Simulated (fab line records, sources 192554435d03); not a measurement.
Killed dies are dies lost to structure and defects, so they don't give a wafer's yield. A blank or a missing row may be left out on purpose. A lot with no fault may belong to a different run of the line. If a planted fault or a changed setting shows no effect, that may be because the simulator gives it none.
fab line records	flow n5-finfet	part 1 of 2: steps 1 to 4 of 6
record lots=22	wafers=66	last-day=17
route steps=1938 shown MOL_CONTACT_COAG@562
lots with no fault: from the same line, run without faults
start-h: start of the lot's first displayed wafer, in hours after the record's first day	wait-h: hours elapsed since this lot's preceding step	" same as the row above	L1.1+2: several wafers, shown together as one row	- value missing, or start not given	* or withheld: withheld	< > ~ a bound
route shown NAME@n: a module of which the file shows steps, and the number in the route of the first	usual: average and standard deviation across the fault-free wafers	same: alike in all rows	chamber/n: place in a boat	sites: readings site by site	_std_site: standard deviation across them	_edge_site: the outer-site mean with the inner-site mean subtracted	radius-mm: how far each site lies from the wafer's centre	mask NAME#n: copy n	behind: the most recent tool/chamber to have shaped the wafer	hold: the reason the lot was held/the length of the hold in hours/how it ended	device: names the non-switching transistor (n, p or np)	end of line: the route-end tests of the same wafers	a step given without rows: its recipe and nothing more	killed: the dies lost at the first sort to structure and to defects; this is not the yield of the wafer	map: the dies of a wafer, with x for killed, . for not killed, _ for no die there
set.NAME: the setting that was run; set.NAME@STEP: the one run at that earlier step	model.NAME: the simulator's own value behind a step, which no gauge read
route steps across a sampled set of lots; one table per step, one row per wafer
services: from which hour (start-h, from the record's first day; less than 0 if before it) a tool's chamber was out of use, for how many hours, and why
## steps
# step N5_MOL_CONTACT_COAG_ALD_123
# recipe material=SiNx	target-thk-a=50	temp-c=400	ald-precursor-family=SiH2I2	ald-co-reactant=N2/H2-plasma	pulse-time-s=1	purge-time-s=2	co-reactant-purge-time-s=2	ald-cycles=100	pressure-torr=2
# usual heater-power-outer-w=523/72	heater-power-w=831/97	precursor-pulse-height-rel=1.000/0.02
# same pulse-time-s=1
lot.wafer	tool	chamber	start-h	wait-h	heater-power-outer-w	heater-power-w	precursor-pulse-height-rel
L074.1	ald-sin-04	3	96.82	0.0	460	674	0.980
L074.2	"	2	"	"	667	1001	1.014
L074.3	"	1	"	"	525	843	1.030
L075.1	ald-sin-04	1	102.99	0.0	546	839	0.999
L075.3	"	3	"	"	481	707	1.025
L075.5	"	2	"	"	662	1002	1.028
L076.1	ald-sin-02	3	112.53	0.0	643	866	1.001
L076.4	"	1	"	"	527	896	1.029
L076.5	"	0	"	"	534	855	1.016
L077.1	ald-sin-04	2	113.33	0.0	643	1003	1.002
L077.3	"	3	"	"	465	717	0.995
L077.5	"	3	"	"	472	707	1.005
L078.1	ald-sin-04	1	118.61	0.0	519	808	0.988
L078.5	"	2	"	"	649	1032	0.996
L078.6	"	1	"	"	522	853	1.031
L079.1	ald-sin-01	0	130.71	0.0	433	804	1.003
L079.3	"	2	"	"	508	824	0.993
L079.5	"	3	"	"	593	929	0.993
L081.1	ald-sin-02	1	138.50	0.4	545	909	1.034
L081.3	"	0	"	"	532	842	0.985
L081.5	"	2	"	"	470	765	1.011
L080.2	ald-sin-04	0	139.65	0.0	387	629	0.991
L080.3	"	3	"	"	471	694	1.000
L080.6	"	1	"	"	521	848	1.005
L082.2	ald-sin-02	3	149.16	0.0	634	854	0.956
L082.3	"	1	"	"	537	870	1.020
L082.5	"	3	"	"	638	887	1.003
L083.2	ald-sin-01	2	152.82	0.0	510	800	0.979
L083.3	"	1	"	"	511	782	0.986
L083.6	"	3	"	"	591	937	1.000
L084.1	ald-sin-01	2	162.68	0.0	518	831	0.988
L084.5	"	3	"	"	581	960	0.991
L084.6	"	0	"	"	436	816	0.978
L085.2	ald-sin-01	2	167.53	0.1	520	839	0.995
L085.3	"	0	"	"	435	832	0.960
L085.4	"	3	"	"	599	940	0.984
L086.1	ald-sin-01	1	174.37	0.0	520	801	1.018
L086.3	"	0	"	"	446	830	0.984
L086.4	"	2	"	"	511	800	1.000
L087.2	ald-sin-01	0	179.56	1.9	438	796	1.003
L087.3	"	2	"	"	519	812	0.990
L087.5	"	1	"	"	523	801	1.011
L088.2	ald-sin-01	3	180.26	2.4	586	961	1.021
L088.3	"	1	"	"	517	808	1.012
L088.5	"	2	"	"	510	838	1.029
L089.1	ald-sin-04	1	192.31	0.0	518	855	0.981
L089.2	"	2	"	"	629	996	0.982
L089.3	"	3	"	"	462	678	0.972
L090.1	ald-sin-02	1	197.61	1.0	546	866	1.033
L090.5	"	0	"	"	543	845	0.973
L090.6	"	3	"	"	625	897	1.008
L091.1	ald-sin-04	1	198.83	0.0	517	850	1.031
L091.3	"	2	"	"	626	960	0.991
L091.6	"	1	"	"	505	841	1.010
L092.1	ald-sin-04	3	202.72	0.0	464	692	0.992
L092.2	"	0	"	"	402	666	1.010
L092.4	"	1	"	"	512	833	1.011
L094.2	ald-sin-01	2	217.26	0.0	516	818	1.043
L094.5	"	2	"	"	516	844	1.006
L094.6	"	1	"	"	508	793	1.023
L096.4	ald-sin-01	1	229.38	0.3	522	809	1.039
L096.5	"	3	"	"	592	936	0.986
L096.6	"	2	"	"	503	821	0.984
L097.1	ald-sin-04	1	237.81	0.0	510	859	0.982
L097.2	"	0	"	"	392	666	1.006
L097.6	"	1	"	"	507	835	1.011
# step N5_MOL_CONTACT_COAG_VIA_ETCH_46
# recipe chemistry=C4F6/O2	target-depth-a=460	overetch-a=92	mask-material=SOC	target=SiO2	bias-w=455	pressure-mtorr=10	time-s=40	source-w=325	Ar_flow_sccm=300	C4F6_flow_sccm=10	O2_flow_sccm=10	ion-energy-ev=575.3	ends=end-point
# usual C4F6_flow_sccm=10.00/0.035	drypump-motor-current-A=5.6/0.53	oes-product-au=0.69/0.067	rf-vpp-V=1606/22	showerhead-plenum-p-Torr=2.89/0.081	throttle-valve-pct=40.9/0.37
lot.wafer	tool	chamber	start-h	wait-h	C4F6_flow_sccm	drypump-motor-current-A	oes-product-au	rf-hours-counter-h	rf-vpp-V	showerhead-plenum-p-Torr	throttle-valve-pct
L074.1	rie-diel-06	0	99.23	0.0	9.95	4.9	0.80	20	1610	2.77	40.7
L074.2	"	3	"	"	10.01	5.8	0.67	134	1584	2.83	40.5
L074.3	"	1	"	"	9.96	5.2	0.70	128	1576	2.87	40.9
L075.1	rie-diel-06	3	104.55	0.0	9.98	5.8	0.67	136	1585	2.83	40.5
L075.3	"	1	"	"	9.96	5.2	0.69	130	1579	2.86	40.9
L075.5	"	0	"	"	10.02	4.9	0.79	-	1612	2.77	40.7
L076.1	rie-diel-01	0	114.49	0.0	10.06	5.1	0.77	36	1628	2.78	40.5
L076.4	"	1	"	"	9.93	5.9	0.61	241	1588	2.79	41.0
L076.5	"	0	"	"	10.00	5.2	0.76	-	1629	2.78	40.5
L077.1	rie-diel-01	3	115.19	0.0	10.04	5.2	0.65	184	1614	2.95	41.9
L077.3	"	2	"	"	9.99	6.1	0.67	163	1581	2.95	41.1
L077.5	"	2	"	"	10.01	6.1	0.67	-	1580	2.95	41.1
L078.1	rie-diel-06	2	120.19	0.0	10.05	6.6	0.63	210	1611	2.93	40.7
L078.5	"	3	"	"	10.00	5.8	0.67	-	1583	2.83	40.5
L078.6	"	0	"	"	9.98	4.9	0.78	-	1609	2.77	40.7
L079.1	rie-diel-01	2	132.50	0.0	9.99	6.1	0.67	168	1580	2.95	41.1
L079.3	"	1	"	"	9.93	5.9	0.60	247	1590	2.79	41.0
L079.5	"	3	"	"	9.99	5.2	0.66	-	1613	2.94	42.0
L081.1	rie-diel-05	2	140.45	0.0	9.95	5.1	0.64	203	1632	2.96	41.0
L081.3	"	0	"	"	9.98	6.6	0.62	225	1592	2.83	41.1
L081.5	"	1	"	"	10.03	5.8	0.74	-	1646	2.98	41.0
L080.2	rie-diel-05	1	141.11	0.0	9.98	5.7	0.71	83	1648	2.98	41.0
L080.3	"	0	"	"	9.96	6.6	0.61	225	1591	2.83	41.1
L080.6	"	1	"	"	10.01	5.8	0.73	-	1647	2.98	41.0
L082.2	rie-diel-05	1	150.87	0.0	10.03	5.8	0.72	86	1646	2.97	41.0
L082.3	"	2	"	"	9.98	5.1	0.63	207	1630	2.96	41.0
L082.5	"	2	"	"	9.97	5.1	0.63	-	1631	2.96	41.0
L083.2	rie-diel-05	1	154.65	0.0	10.03	5.8	0.71	87	1648	2.97	41.0
L083.3	"	2	"	"	9.92	5.1	0.63	208	1630	2.96	41.0
L083.6	"	2	"	"	9.98	5.1	0.63	-	1631	2.96	41.0
L084.1	rie-diel-05	0	164.42	0.0	9.96	6.6	0.61	233	1592	2.82	41.1
L084.5	"	2	"	"	9.99	5.1	0.63	-	1630	2.95	41.0
L084.6	"	1	"	"	10.03	5.8	0.72	-	1646	2.97	41.0
L085.2	rie-diel-01	0	169.05	0.0	9.95	5.1	0.75	58	1629	2.77	40.5
L085.3	"	3	"	"	9.98	5.3	0.64	201	1613	2.94	42.0
L085.4	"	1	"	"	9.98	5.9	0.87	5	1589	2.79	40.9
L086.1	rie-diel-01	3	175.93	0.0	10.02	5.2	0.64	204	1613	2.94	42.0
L086.3	"	0	"	"	9.98	5.2	0.74	60	1629	2.77	40.5
L086.4	"	1	"	"	9.94	5.9	0.85	8	1588	2.78	40.9
L087.2	rie-diel-06	0	181.08	0.0	10.01	4.9	0.75	47	1609	2.76	40.7
L087.3	"	3	"	"	9.96	5.8	0.65	162	1583	2.82	40.5
L087.5	"	0	"	"	9.96	4.9	0.75	-	1610	2.76	40.7
L088.2	rie-diel-01	3	181.90	0.0	10.00	5.2	0.64	206	1611	2.94	41.9
L088.3	"	1	"	"	10.00	5.9	0.85	9	1589	2.78	40.9
L088.5	"	1	"	"	10.01	5.9	0.84	-	1589	2.78	40.9
L089.1	rie-diel-06	3	194.22	0.0	9.99	5.8	0.65	166	1583	2.82	40.5
L089.2	"	1	"	"	10.00	5.1	0.67	154	1577	2.85	41.0
L089.3	"	2	"	"	9.99	6.6	0.63	232	1610	2.92	40.8
L090.1	rie-diel-05	3	199.17	0.0	9.99	5.7	0.74	56	1588	2.99	40.4
L090.5	"	3	"	"	9.99	5.7	0.75	-	1588	2.99	40.4
L090.6	"	0	"	"	10.01	6.6	0.61	-	1590	2.82	41.1
L091.1	rie-diel-06	3	200.39	0.0	10.04	5.8	0.65	169	1583	2.82	40.5
L091.3	"	2	"	"	10.00	6.6	0.62	235	1611	2.92	40.8
L091.6	"	2	"	"	9.96	6.6	0.63	-	1610	2.92	40.8
L092.1	rie-diel-06	0	204.38	0.0	9.96	4.9	0.74	55	1610	2.76	40.7
L092.2	"	2	"	"	9.98	6.6	0.62	236	1609	2.92	40.8
L092.4	"	3	"	"	10.02	5.8	0.65	170	1584	2.82	40.5
L094.2	rie-diel-05	2	219.15	0.0	10.08	5.1	0.62	232	1630	2.95	41.0
L094.5	"	2	"	"	10.00	5.1	0.62	-	1629	2.95	41.0
L094.6	"	1	"	"	9.97	5.8	0.70	-	1646	2.96	41.0
L096.4	rie-diel-05	1	231.48	0.0	9.97	5.8	0.70	-	1645	2.96	41.1
L096.5	"	2	"	"	10.06	5.1	0.61	-	1629	2.94	41.1
L096.6	"	3	"	"	9.98	5.7	0.75	-	1588	2.98	40.4
L097.1	rie-diel-05	2	240.23	0.0	9.99	5.1	0.61	243	1628	2.94	41.1
L097.2	"	0	"	"	9.95	6.6	0.88	1	1590	2.82	41.2
L097.6	"	1	"	"	9.97	5.7	0.69	-	1647	2.96	41.0
# step N5_MOL_CONTACT_COAG_STRIP_119
# recipe chemistry=N2/H2	time-s=30	power-w=1000	temp-c=250	pressure-mtorr=withheld	n2-flow-sccm=1750	h2-flow-sccm=3250
# usual drypump-motor-current-A=5.8/0.37	heater-power-w=335/26
lot.wafer	tool	chamber	start-h	wait-h	drypump-motor-current-A	heater-power-w	rf-hours-counter-h
L074.1	plasma-asher-01	0	99.41	0.1	5.2	370	88
L074.2	"	1	"	"	6.1	304	88
L074.3	"	1	"	"	6.1	300	-
L075.1	plasma-asher-02	1	104.74	0.1	6.0	334	44
L075.3	"	1	"	"	6.0	329	-
L075.5	"	1	"	"	6.0	336	-
L076.1	plasma-asher-02	1	114.68	0.1	6.0	331	46
L076.4	"	1	"	"	6.0	328	-
L076.5	"	0	"	"	6.2	359	-
L077.1	plasma-asher-02	0	115.38	0.1	6.2	341	46
L077.3	"	1	"	"	6.0	329	-
L077.5	"	0	"	"	6.2	344	-
L078.1	plasma-asher-01	1	120.38	0.1	6.0	299	92
L078.5	"	0	"	"	5.2	367	-
L078.6	"	1	"	"	6.0	302	-
L079.1	plasma-asher-01	0	132.69	0.1	5.3	358	94
L079.3	"	1	"	"	6.0	299	-
L079.5	"	1	"	"	6.0	295	-
L081.1	plasma-asher-02	0	140.64	0.1	6.2	351	50
L081.3	"	0	"	"	6.2	350	-
L081.5	"	0	"	"	6.2	349	-
L080.2	plasma-asher-01	0	141.30	0.1	5.2	371	95
L080.3	"	0	"	"	5.2	358	-
L080.6	"	0	"	"	5.2	374	-
L082.2	plasma-asher-01	1	151.05	0.1	6.1	295	98
L082.3	"	0	"	"	5.3	364	-
L082.5	"	1	"	"	6.0	297	-
L083.2	plasma-asher-02	0	154.84	0.1	6.2	350	52
L083.3	"	0	"	"	6.2	345	-
L083.6	"	0	"	"	6.2	350	-
L084.1	plasma-asher-02	0	164.61	0.1	6.2	344	55
L084.5	"	0	"	"	6.2	365	-
L084.6	"	1	"	"	6.0	331	-
L085.2	plasma-asher-01	0	169.24	0.1	5.3	373	102
L085.3	"	0	"	"	5.3	355	-
L085.4	"	1	"	"	6.0	299	-
L086.1	plasma-asher-02	1	176.12	0.1	6.0	327	57
L086.3	"	1	"	"	6.0	335	-
L086.4	"	0	"	"	6.2	353	-
L087.2	plasma-asher-02	0	181.27	0.1	6.2	355	58
L087.3	"	0	"	"	6.2	357	-
L087.5	"	1	"	"	5.9	330	-
L088.2	plasma-asher-01	0	182.08	0.1	5.2	368	105
L088.3	"	0	"	"	5.2	363	-
L088.5	"	1	"	"	6.0	294	-
L089.1	plasma-asher-02	0	194.40	0.1	6.2	346	60
L089.2	"	1	"	"	6.0	335	60
L089.3	"	0	"	"	6.2	351	-
L090.1	plasma-asher-01	1	199.35	0.1	6.0	300	108
L090.5	"	0	"	"	5.2	359	-
L090.6	"	1	"	"	6.0	298	-
L091.1	plasma-asher-01	1	200.57	0.1	6.0	299	109
L091.3	"	1	"	"	6.0	302	-
L091.6	"	1	"	"	6.0	298	-
L092.1	plasma-asher-02	1	204.57	0.1	6.0	321	62
L092.2	"	0	"	"	6.2	356	62
L092.4	"	0	"	"	6.2	350	-
L094.2	plasma-asher-01	0	219.34	0.1	5.3	357	113
L094.5	"	0	"	"	5.3	363	-
L094.6	"	1	"	"	6.0	298	-
L096.4	plasma-asher-02	0	231.73	0.1	6.2	351	-
L096.5	"	1	"	"	6.0	330	-
L096.6	"	0	"	"	6.2	347	-
L097.1	plasma-asher-01	0	240.42	0.1	5.2	360	117
L097.2	"	1	"	"	6.0	289	117
L097.6	"	0	"	"	5.2	360	-
# step N5_MOL_CONTACT_COAG_VIA_ETCH_117
# recipe chemistry=C4F6/O2	target-depth-a=400	overetch-a=80	mask-material=SOC	target=SiO2	bias-w=455	pressure-mtorr=10	time-s=26	source-w=325	Ar_flow_sccm=300	C4F6_flow_sccm=10	O2_flow_sccm=10	ion-energy-ev=575.3	ends=end-point
# usual C4F6_flow_sccm=10.003/0.03	drypump-motor-current-A=5.7/0.54	oes-product-au=0.69/0.064	rf-vpp-V=1607/23	showerhead-plenum-p-Torr=2.89/0.082	throttle-valve-pct=41.0/0.35
lot.wafer	tool	chamber	start-h	wait-h	C4F6_flow_sccm	drypump-motor-current-A	oes-product-au	rf-hours-counter-h	rf-vpp-V	showerhead-plenum-p-Torr	throttle-valve-pct
L074.1	rie-diel-06	2	100.82	0.0	10.020	6.6	0.65	203	1611	2.93	40.9
L074.2	"	0	"	"	10.021	4.9	0.79	21	1611	2.77	40.9
L074.3	"	3	"	"	10.005	5.8	0.68	135	1585	2.83	40.6
L075.1	rie-diel-05	3	106.28	0.0	10.105	5.7	0.80	22	1591	3.01	40.6
L075.3	"	1	"	"	9.975	5.7	0.74	70	1648	2.98	41.1
L075.5	"	0	"	"	10.041	6.6	0.62	-	1592	2.83	41.3
L076.1	rie-diel-01	3	116.24	0.0	9.980	5.2	0.65	185	1613	2.95	42.1
L076.4	"	0	"	"	10.009	5.1	0.78	37	1629	2.78	40.6
L076.5	"	1	"	"	10.035	5.9	0.62	-	1589	2.79	41.1
L077.1	rie-diel-05	3	116.47	0.0	9.975	5.7	0.79	27	1589	3.00	40.6
L077.3	"	1	"	"	10.008	5.7	0.73	74	1647	2.98	41.2
L077.5	"	2	"	"	10.016	5.1	0.64	-	1629	2.96	41.2
L078.1	rie-diel-06	3	121.56	0.0	9.970	5.8	0.67	144	1586	2.83	40.7
L078.5	"	0	"	"	10.034	4.9	0.78	-	1611	2.77	40.9
L078.6	"	2	"	"	9.978	6.6	0.65	-	1610	2.93	40.9
L079.1	rie-diel-06	0	133.77	0.0	10.000	4.9	0.78	33	1609	2.77	40.8
L079.3	"	3	"	"	9.974	5.8	0.67	148	1585	2.83	40.6
L079.5	"	0	"	"	10.025	4.9	0.77	-	1611	2.77	40.9
L081.1	rie-diel-05	3	141.85	0.0	9.950	5.7	0.78	35	1588	3.00	40.5
L081.3	"	2	"	"	9.983	5.1	0.63	204	1631	2.96	41.2
L081.5	"	3	"	"	10.005	5.7	0.78	-	1589	3.00	40.6
L080.2	rie-diel-05	2	142.51	0.0	9.941	5.1	0.63	204	1631	2.96	41.2
L080.3	"	3	"	"	10.004	5.7	0.78	36	1586	3.00	40.6
L080.6	"	0	"	"	10.009	6.6	0.63	-	1591	2.83	41.3
L082.2	rie-diel-01	0	152.75	0.0	10.040	5.2	0.76	50	1627	2.77	40.6
L082.3	"	2	"	"	10.028	6.1	0.68	-	1579	2.94	41.3
L082.5	"	2	"	"	10.024	6.1	0.67	-	1578	2.94	41.3
L083.2	rie-diel-05	0	155.95	0.0	10.016	6.6	0.62	230	1591	2.83	41.3
L083.3	"	1	"	"	10.050	5.7	0.72	88	1648	2.97	41.2
L083.6	"	3	"	"	10.025	5.7	0.77	-	1590	3.00	40.6
L084.1	rie-diel-05	1	166.21	0.0	10.023	5.7	0.71	92	1646	2.97	41.2
L084.5	"	3	"	"	10.039	5.7	0.77	-	1590	3.00	40.6
L084.6	"	0	"	"	9.965	6.6	0.61	-	1591	2.82	41.3
L085.2	rie-diel-01	1	170.50	0.0	10.031	5.9	0.86	6	1588	2.78	41.0
L085.3	"	2	"	"	10.011	6.1	0.67	185	1581	2.94	41.3
L085.4	"	0	"	"	10.016	5.2	0.76	59	1627	2.77	40.6
L086.1	rie-diel-05	3	177.92	0.0	10.034	5.7	0.76	48	1589	2.99	40.6
L086.3	"	2	"	"	9.985	5.1	0.62	217	1630	2.95	41.2
L086.4	"	1	"	"	10.016	5.7	0.72	96	1647	2.97	41.2
L087.2	rie-diel-06	1	182.73	0.0	9.979	5.2	0.68	151	1577	2.86	41.1
L087.3	"	2	"	"	9.960	6.6	0.63	228	1609	2.92	40.9
L087.5	"	2	"	"	10.024	6.6	0.64	-	1610	2.92	40.9
L088.2	rie-diel-05	1	183.78	0.0	9.973	5.7	0.71	98	1646	2.97	41.2
L088.3	"	3	"	"	9.999	5.7	0.77	50	1587	2.99	40.6
L088.5	"	0	"	"	10.026	6.6	0.61	-	1592	2.82	41.3
L089.1	rie-diel-01	2	195.80	0.0	10.009	6.1	0.66	194	1580	2.93	41.3
L089.2	"	0	"	"	10.026	5.1	0.74	67	1629	2.77	40.7
L089.3	"	3	"	"	10.010	5.2	0.63	211	1612	2.94	42.1
L090.1	rie-diel-05	0	200.54	0.0	9.987	6.6	0.60	245	1591	2.82	41.3
L090.5	"	1	"	"	9.987	5.7	0.70	-	1645	2.97	41.2
L090.6	"	0	"	"	10.031	6.6	0.61	-	1590	2.82	41.3
L091.1	rie-diel-06	0	202.19	0.0	9.947	4.9	0.76	54	1610	2.76	40.9
L091.3	"	2	"	"	10.032	6.6	0.63	235	1609	2.92	40.9
L091.6	"	3	"	"	10.011	5.8	0.66	-	1583	2.82	40.7
L092.1	rie-diel-06	0	205.66	0.0	10.002	4.9	0.75	55	1610	2.76	40.9
L092.2	"	2	"	"	9.994	6.6	0.63	236	1608	2.92	40.9
L092.4	"	3	"	"	9.975	5.8	0.65	170	1584	2.82	40.7
L094.2	rie-diel-05	1	220.42	0.0	9.991	5.7	0.71	111	1645	2.96	41.2
L094.5	"	1	"	"	10.011	5.8	0.70	-	1644	2.96	41.2
L094.6	"	2	"	"	9.991	5.1	0.62	-	1629	2.95	41.2
L096.4	rie-diel-06	1	233.06	0.0	10.054	5.2	0.67	167	1576	2.85	41.1
L096.5	"	3	"	"	10.015	5.8	0.65	-	1583	2.81	40.7
L096.6	"	2	"	"	9.958	6.6	0.62	-	1610	2.91	40.9
L097.1	rie-diel-05	2	241.78	0.0	9.990	5.1	0.60	243	1631	2.94	41.2
L097.2	"	3	"	"	9.958	5.7	0.74	74	1586	2.98	40.6
L097.6	"	3	"	"	9.966	5.7	0.73	-	1587	2.98	40.6
